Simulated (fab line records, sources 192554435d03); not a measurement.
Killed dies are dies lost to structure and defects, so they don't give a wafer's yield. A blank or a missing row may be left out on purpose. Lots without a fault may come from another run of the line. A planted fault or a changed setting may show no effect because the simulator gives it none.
Chamber matching | flow n5_finfet | N5_HKMG_FIN_DESCUM_17 on rie_diel-03: 4 sister chambers
The step chemistry O2, time 7.9 s. 4 wafers are shown with their chamber, then 8 later ones without.

WAFERS WITH THEIR CHAMBER
wafer  | chamber | showerhead_plenum_p_Torr (Torr)
L089.1 | 3       | 2.14
L089.2 | 1       | 2.07
L091.5 | 0       | 1.96
L094.3 | 2       | 2.16

WAFERS WITHOUT THEIR CHAMBER
wafer  | showerhead_plenum_p_Torr (Torr)
L094.5 | 2.13
L094.6 | 1.96
L095.3 | 2.07
L095.5 | 2.16
L095.6 | 2.13
L097.3 | 1.96
L097.4 | 2.16
L097.5 | 2.07

WHICH CHAMBER EACH WENT THROUGH
wafer  | from the rows above | in truth
L094.5 | 3                   | 3
L094.6 | 0                   | 0
L095.3 | 1                   | 1
L095.5 | 2                   | 2
L095.6 | 3                   | 3
L097.3 | 0                   | 0
L097.4 | 2                   | 2
L097.5 | 1                   | 1
Placed correctly: 8 of 8. Can't be placed from these rows: 0. Placed wrongly: 0.
How it was worked out, from the rows above alone: a wafer's distance from a chamber is the root of the sum, over the readings, of the square of ((its reading less the chamber's mean) divided by the reading's scatter). The wafer belongs to the nearest chamber; if the next one is less than 2 further off, it can't be placed. A chamber's mean is the mean of its shown wafers. The scatter: with one shown wafer a chamber, the root of the mean of the squares of how far each hidden wafer lies from its nearest shown one.
